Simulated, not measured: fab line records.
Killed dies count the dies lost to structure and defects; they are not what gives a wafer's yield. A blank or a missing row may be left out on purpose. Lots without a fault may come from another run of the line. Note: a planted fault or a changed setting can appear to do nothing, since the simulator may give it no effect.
Matching of chambers :: flow n5 finfet :: N5_BEOL_M9_DEP_56 on pecvd-01 has 3 sister chambers
The step deposits SiCN from 3MS/NH3, target thk 15 nm, time 26.5 s. 6 wafers are shown with their chamber, then 8 later ones without.

## EACH WAFER AND ITS CHAMBER
wafer: L084.5
chamber: 1
throttle valve pct (%): 10.5
showerhead plenum p Torr (Torr): 3.662

wafer: L087.3
chamber: 2
throttle valve pct (%): 8.3
showerhead plenum p Torr (Torr): 3.671

wafer: L088.1
chamber: 0
throttle valve pct (%): 9.1
showerhead plenum p Torr (Torr): 3.656

wafer: L088.2
chamber: 2
throttle valve pct (%): 8.3
showerhead plenum p Torr (Torr): 3.672

wafer: L088.4
chamber: 1
throttle valve pct (%): 9.9
showerhead plenum p Torr (Torr): 3.657

wafer: L091.1
chamber: 0
throttle valve pct (%): 9.1
showerhead plenum p Torr (Torr): 3.656

## WAFERS WHOSE CHAMBER IS MISSING
wafer: L091.3
throttle valve pct (%): 8.5
showerhead plenum p Torr (Torr): 3.666

wafer: L091.4
throttle valve pct (%): 8.3
showerhead plenum p Torr (Torr): 3.664

wafer: L092.2
throttle valve pct (%): 8.7
showerhead plenum p Torr (Torr): 3.666

wafer: L092.4
throttle valve pct (%): 8.2
showerhead plenum p Torr (Torr): 3.665

wafer: L092.6
throttle valve pct (%): 9.2
showerhead plenum p Torr (Torr): 3.663

wafer: L095.1
throttle valve pct (%): 8.4
showerhead plenum p Torr (Torr): 3.660

wafer: L095.2
throttle valve pct (%): 10.1
showerhead plenum p Torr (Torr): 3.655

wafer: L095.4
throttle valve pct (%): 10.0
showerhead plenum p Torr (Torr): 3.651

## WHICH CHAMBER EACH WENT THROUGH
wafer: L091.3
from the rows above: 2
in truth: 2

wafer: L091.4
from the rows above: can't be placed: 2 or 0
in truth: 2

wafer: L092.2
from the rows above: can't be placed: 2 or 0
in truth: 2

wafer: L092.4
from the rows above: 2
in truth: 2

wafer: L092.6
from the rows above: can't be placed: 0 or 1
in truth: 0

wafer: L095.1
from the rows above: 0
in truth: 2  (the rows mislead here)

wafer: L095.2
from the rows above: can't be placed: 1 or 0
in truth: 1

wafer: L095.4
from the rows above: can't be placed: 1 or 0
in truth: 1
2 of 8 placed correctly. Can't be placed from these rows: 5 (the true chamber is among the candidates in 5). 1 placed wrongly.
How it was worked out, from the rows above alone: a wafer's distance from a chamber is the root of the sum, over the readings, of the square of ((its reading less the chamber's mean) divided by the reading's scatter). If the next closest chamber is less than 2 further off than the closest, the wafer can't be placed; otherwise it belongs to the closest. Each chamber's mean is taken over the wafers shown for it. How the scatter is found: for the shown wafers, subtract from each reading the mean of its chamber, square and add these, divide the total by (wafers less chambers), then take the root.
